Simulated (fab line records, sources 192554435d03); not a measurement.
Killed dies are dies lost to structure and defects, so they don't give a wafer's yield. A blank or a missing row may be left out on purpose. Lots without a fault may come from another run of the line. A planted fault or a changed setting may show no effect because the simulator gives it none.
Split-lot experiment | flow n5_finfet | 7 lots, 21 wafers read, on a route of 1938 steps

THE SPLIT
At N5_BEOL_M0_CUTY_EXPOSE_54 (exposes mask M0 ABLK), the setting dose_mj was moved away from the recipe's 36 on 7 of the 21 wafers read, by -6.6% to -4.3%. The other wafers ran this setting at the recipe's value.

FROM THE SPLIT TO THE READING: what the file shows between them, 2 steps
- N5_BEOL_M0_CUTY_PEB_55: peb time 60 s
- N5_BEOL_M0_CUTY_DEVELOP_56: develop time 30 s

THE READING
cd_nm, in nm, at N5_BEOL_M0_CUTY_CD_MEAS_57 (target cd 200 nm). Fault-free wafers of this fab line usually give 199.5 nm, standard deviation 1.1 nm.

wafer  | tool, chamber at the split | dose_mj as run | against the recipe | cd_nm, nm | against lot-mates on the recipe
L075.1 | arfi_scanner-01, 0         | 34.34          | -4.6%              | 202.9     | +3.9
L075.2 | arfi_scanner-01, 0         | 36             | recipe             | 200.6     | -
L075.5 | arfi_scanner-01, 0         | 36             | recipe             | 197.4     | -
L082.1 | arfi_scanner-03, 0         | 36             | recipe             | 200.8     | -
L082.2 | arfi_scanner-03, 0         | 36             | recipe             | 200.4     | -
L082.4 | arfi_scanner-03, 0         | 36             | recipe             | 199.5     | -
L087.3 | arfi_scanner-02, 0         | 36             | recipe             | 201.3     | -
L087.5 | arfi_scanner-02, 0         | 36             | recipe             | 198.5     | -
L087.6 | arfi_scanner-02, 0         | 36             | recipe             | 199.7     | -
L090.4 | arfi_scanner-01, 0         | 34.45          | -4.3%              | 201.5     | +3.3
L090.5 | arfi_scanner-01, 0         | 34.45          | -4.3%              | 200.9     | +2.7
L090.6 | arfi_scanner-01, 0         | 36             | recipe             | 198.2     | -
L091.3 | arfi_scanner-01, 0         | 36             | recipe             | 201.1     | -
L091.4 | arfi_scanner-01, 0         | 36             | recipe             | 199.3     | -
L091.5 | arfi_scanner-01, 0         | 36             | recipe             | 198.7     | -
L092.1 | arfi_scanner-01, 0         | 36             | recipe             | 197.5     | -
L092.4 | arfi_scanner-01, 0         | 33.61          | -6.6%              | 203.4     | +5.9
L092.5 | arfi_scanner-01, 0         | 33.61          | -6.6%              | 202.4     | +4.9
L097.3 | arfi_scanner-02, 0         | 34.06          | -5.4%              | 202.3     | +3.7
L097.4 | arfi_scanner-02, 0         | 34.06          | -5.4%              | 201.5     | +2.9
L097.5 | arfi_scanner-02, 0         | 36             | recipe             | 198.6     | -

THE FIT
A straight line over all 21 wafers: cd_nm changes by -0.514 nm for each +1% of dose_mj; r = -0.77; the points scatter about the line by 1.1 nm.
The same after taking each lot's own level away (the mean of its wafers on the recipe; 21 wafers): -0.742 nm for each +1%; r = -0.91; scatter 0.91 nm.
On that fit, the largest move of dose_mj shifts the reading by 4.9 nm.
The lots' own levels span 197.50 to 200.23 nm, that is 2.5 times the standard deviation above.
So the lot-to-lot level blurs the effect unless lot-mates are compared.
Check: with one of the wafers moved furthest among these (-6.6%) left out of the fit, the line predicts +4.63 nm for it against its lot-mates. It came out at +5.9 nm against them.

THE FILE'S OWN FIT
cd_nm changes by -0.748 nm for each +1% of dose_mj, r = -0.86.
